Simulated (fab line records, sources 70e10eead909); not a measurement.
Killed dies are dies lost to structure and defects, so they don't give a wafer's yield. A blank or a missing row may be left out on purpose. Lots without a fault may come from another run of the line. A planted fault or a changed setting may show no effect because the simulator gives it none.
Which tool did it? | flow nand_harc | 24 lots, 72 wafers sampled, at 1 step of a route of 1302

WHAT THE GAUGES READ, wafer by wafer
NHARC_A_ONON_D2_THK_MEAS_27: measures by ellipsometry.
lot  | measured     | on            | thk_nm (nm)
L074 | day 13 03:49 | film_metro-02 | 999 999 999
L075 | day 13 08:41 | film_metro-02 | 993 994 994
L076 | day 14 11:04 | film_metro-02 | 987 986 989
L078 | day 14 11:06 | film_metro-01 | 984 985 985
L077 | day 14 11:25 | film_metro-02 | 1009 1009 1010
L079 | day 14 23:31 | film_metro-02 | 1001 1002 1002
L080 | day 15 08:53 | film_metro-01 | 994 994 993
L081 | day 15 08:54 | film_metro-02 | 1006 1009 1009
L084 | day 16 07:58 | film_metro-02 | 999 996 998
L082 | day 16 08:07 | film_metro-01 | 1007 1007 1007
L083 | day 16 08:19 | film_metro-01 | 1003 1006 1005
L086 | day 18 00:59 | film_metro-02 | 1002 1001 1002
L085 | day 18 00:59 | film_metro-01 | 1004 1005 1005
L087 | day 18 15:57 | film_metro-02 | 1001 1000 998
L088 | day 19 01:31 | film_metro-01 | 993 993 995
L089 | day 19 01:35 | film_metro-01 | 998 997 998
L091 | day 19 15:11 | film_metro-02 | 991 991 992
L090 | day 19 15:13 | film_metro-01 | 1005 1005 1003
L093 | day 20 07:01 | film_metro-02 | 1005 1005 1006
L092 | day 20 07:22 | film_metro-01 | 998 998 999
L095 | day 21 11:14 | film_metro-02 | 1014 1012 1011
L094 | day 21 11:16 | film_metro-01 | 1007 1006 1008
L096 | day 21 18:28 | film_metro-02 | 1006 1004 1005
L097 | day 22 16:11 | film_metro-02 | 1001 999 1000

WHICH TOOL RAN EACH LOT (tool, then ch and the chambers of the sampled wafers, then the start)
The record holds no process step before these readings.

WHAT THE TOOLS THEMSELVES READ (means of the sampled wafers that have a number; where no wafer has one, the mark that the record gives instead)
The record holds no such reading with a usual standard deviation.

THE ANSWER, worked out from the rows above alone
Rule: what is usual is taken from the lots themselves. Put in order of their means at a reading, lots are off if they are a third of the lots or fewer, leave a main group of 4 or more, and stand apart from it by a gap of 3 or more times the standard deviation of the main group's means; of several such gaps the widest counts. A main group whose means are all the same, to the digits that the tables above print for the reading, isn't used. A lot without any number at a reading at which 4 lots or more have one is off too. The other lots that the step has rows for count as sound. The gauges are gone through in route order, then the tools' own readings, and for those a lot's mean is taken as printed above. The first step at which some lot is off is used, and at that step the reading that is off furthest; a lot without a number counts as furthest.
No lot is off at any reading shown: from this, nothing can be told.

WHAT THE SIMULATOR HAD PUT IN
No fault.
